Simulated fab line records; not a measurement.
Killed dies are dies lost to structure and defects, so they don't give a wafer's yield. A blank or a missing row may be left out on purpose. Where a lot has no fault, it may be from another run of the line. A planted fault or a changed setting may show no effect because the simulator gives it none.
8D (eight disciplines) problem report, filled in by code | flow nand-harc | the parts of the form that need people (team, actions taken, sign-off) are left out

== 1. PROBLEM STATEMENT ==
raw-defect-count at NHARC_P_M0_INSPECT_11 reads a mean of 847.2 on 9 wafers of 3 lots; wafers without a fault read 3.9 with a standard deviation of 2.3. That is +99 or more standard deviations from the usual mean.
The first sign was on wafer L703.3 at day 8 03:38, on defect-inspect-02. Wafers with a number at this step in the record: 36, from 12 lots. Rule for "out", or "out of limits": more than 4 standard deviations from the usual mean. All remaining wafers that have a number are taken as sound.

== 2. WHAT IT IS, AND WHAT IT ISN'T ==
question                    | is                                   | is not
which readings at this step | raw-defect-count                     | -
which lots                  | L703, L706, L707                     | L693, L694, L698, L699, L700, L711, L712, L713, L714
which wafers of those lots  | all that have a number               | -
read on which gauges        | defect-inspect-01, defect-inspect-02 | -
when                        | from day 8 03:38                     | up to then (15 sound wafers); but 12 sound wafers of L711, L712, L713, L714 came after

== 3. WHAT RULES OUT EACH SUSPECT ==
Counting: a tool at a process step up to the reading stays a suspect if it ran every lot that is out and no sound lot after the first of them.
- the gauge at NHARC_P_M0_INSPECT_11 has been ruled out. Those wafers that are out were read across 2 gauges (defect-inspect-01, defect-inspect-02).
- cmp-01 at NHARC_P_CONTACT_CMP_24 (polishes, t overpolish 30 s, target thk 200 nm): ruled out as a lasting fault. Following L703 (day 8 02:00), the first lot on it that is out, the sound lots L713, L711 were run on it.
- pecvd-04 at NHARC_P_M0_DEP_00 (deposits SiOC, target thk 150 nm): kept. It ran every lot that is out, first L703 (day 8 02:40), and no sound lot after that; its last sound lot up to then is L700 (day 7 09:54).
Remaining after the count: pecvd-04 at NHARC_P_M0_DEP_00.

== 4. THE CAUSE (what the simulator had put in) ==
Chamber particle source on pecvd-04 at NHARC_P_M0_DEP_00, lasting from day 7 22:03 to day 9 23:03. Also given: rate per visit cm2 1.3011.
This tool alone remained once counting was done.

== 5. SEQUENCE OF EFFECTS, ordered by route ==
Each row: a reading whose mean over the struck wafers that have a number lies more than 3 standard deviations from the usual. Scope: only readings with a usual standard deviation given in the record; hours: median across lots of the time from each lot's start at the first step in this table that gives one to its start at this step; sigmas: change in usual standard deviations.
hours | step                  | reading              | usual  | on struck wafers | change | sigmas
0     | NHARC_P_M0_INSPECT_11 | raw-defect-count     | 3.9    | 847.2            | +843.3 | +99 or more
332   | NHARC_END_SORT_01     | defect-limited-yield | 95.7 % | 81.1             | -14.6  | -9.7
332   | NHARC_END_SORT_01     | killed-at-periphery  | 3.4    | 99.4             | +96.0  | +44
332   | NHARC_END_SORT_01     | killed-dies          | 29     | 128              | +99    | +9.9
332   | NHARC_END_SORT_01     | sort_bin_2_pct       | 1.4 %  | 7.6              | +6.2   | +9.8
332   | NHARC_END_SORT_01     | sort_bin_3_pct       | 0.22 % | 4.69             | +4.47  | +22
332   | NHARC_END_SORT_01     | sort_bin_4_pct       | 2.7 %  | 6.6              | +3.9   | +4.1
332   | NHARC_END_SORT_01     | sort-n-pass          | 648    | 549              | -99    | -9.9
332   | NHARC_END_SORT_01     | sort-yield-pct       | 95.7 % | 81.1             | -14.6  | -9.7

== 6. HOW IT WOULD HAVE BEEN CAUGHT EARLIER ==
Counted from the fault's start at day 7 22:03, it took 6 hours until the first out-of-limits reading at a measuring or inspecting step in this record, taken at day 8 03:38.
Among the 3 lots that are out, L706, L707 began NHARC_P_M0_DEP_00 on pecvd-04 after day 8 03:38. A hold on the tool at that time would have spared those 2.
